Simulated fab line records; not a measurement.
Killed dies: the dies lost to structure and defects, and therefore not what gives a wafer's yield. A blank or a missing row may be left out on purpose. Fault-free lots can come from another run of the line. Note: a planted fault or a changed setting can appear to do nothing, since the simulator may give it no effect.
Split-lot trial	flow n5Finfet	on a route of 1938 steps: 7 lots, 21 wafers read

== ABOUT THE SPLIT ==
At N5_BEOL_M7_ETCH_61 (etches SiARC in CF4, target depth 45.5 nm, time 75.8 s), the setting sourceW was moved away from the recipe's 545 W on 9 of the 21 wafers read, by -9.5% to +13.4%. The other wafers ran this setting at the recipe's value.

The split's own step is where the reading is taken.

== THE READING ==
rfVppV, in V, at N5_BEOL_M7_ETCH_61 (etches SiARC in CF4, target depth 45.5 nm, time 75.8 s). Fault-free wafers of this fab line usually give 184.4 V, standard deviation 1 V.

wafer	tool, chamber at the split	sourceW as run, W	against the recipe	rfVppV, V	against lot-mates on the recipe
L075.1	rieDiel-03, 2	499.6	-8.3%	188.7	+4.6
L075.4	rieDiel-03, 1	545	recipe	184.1	-
L075.6	rieDiel-03, 2	499.6	-8.3%	190.9	+6.8
L076.1	rieDiel-03, 1	571.5	+4.9%	180.9	-1.7
L076.4	rieDiel-03, 2	571.5	+4.9%	180.6	-2.0
L076.6	rieDiel-03, 2	545	recipe	182.6	-
L078.1	rieDiel-03, 2	545	recipe	185.8	-
L078.2	rieDiel-03, 1	545	recipe	184.5	-
L078.6	rieDiel-03, 3	493.1	-9.5%	192.0	+6.8
L085.1	rieDiel-03, 2	618.1	+13.4%	176.8	-5.8
L085.4	rieDiel-03, 3	618.1	+13.4%	177.8	-4.8
L085.5	rieDiel-03, 0	545	recipe	182.6	-
L089.3	rieDiel-04, 0	545	recipe	183.8	-
L089.5	rieDiel-04, 1	596.1	+9.4%	178.1	-5.7
L089.6	rieDiel-04, 2	596.1	+9.4%	178.8	-5.0
L093.4	rieDiel-03, 2	545	recipe	183.4	-
L093.5	rieDiel-03, 2	545	recipe	184.1	-
L093.6	rieDiel-03, 3	545	recipe	184.0	-
L097.3	rieDiel-02, 1	545	recipe	183.1	-
L097.5	rieDiel-02, 1	545	recipe	183.6	-
L097.6	rieDiel-02, 2	545	recipe	183.5	-

FIT RESULTS
A straight line over all 21 wafers: rfVppV changes by -0.607 V for each +1% of sourceW; r = -0.96; the points scatter about the line by 1.1 V.
The same after taking each lot's own level away (the mean of its wafers on the recipe; 21 wafers): -0.533 V for each +1%; r = -0.97; scatter 0.9 V.
According to that fit, moving sourceW by its largest amount changes the reading by 7.1 V.
The span of the lots' own levels, 182.60 to 185.15 V, comes to 2.6 times the standard deviation stated above.
So the lot-to-lot level changes the slope: the two fits differ.
Check: with one of the wafers moved furthest among these (+13.4%) left out of the fit, the line predicts -7.01 V for it against its lot-mates. Against them it came out at -5.8 V.
Tool readings at the split's step, against how far the setting was moved: etchRfOnTimeS r = -0.92; rfVppV r = -0.96.

== OTHER SPLITS ON THESE WAFERS ==
These wafers also went through other splits before the reading. Each is held against what the fit with the lots' levels taken away leaves over:
other split on the same wafers	wafers away from the commonest value	r with rfVppV (lot level and that fit taken away)
N5_BEOL_M5_EXPOSE_08 doseMj	7	-0.30
N5_BEOL_M5_SPUTTER_48 timeS	11	-0.37
N5_BEOL_M6_DEP_56 timeS	5	+0.26

== THE WHOLE CHAIN: every reading that the file lists as answering this split, in the file's order ==
step	what it does	reading	change (the file's fit)	r (the file's)
N5_BEOL_M7_ETCH_61	etches SiARC in CF4, target depth 45.5 nm, time 75.8 s	etchRfOnTimeS	withheld for each +1% of the setting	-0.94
N5_BEOL_M7_ETCH_61	etches SiARC in CF4, target depth 45.5 nm, time 75.8 s	rfVppV	-0.54 V for each +1% of the setting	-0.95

== THE FILE'S OWN FIT ==
rfVppV changes by -0.54 V for each +1% of sourceW, r = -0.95.
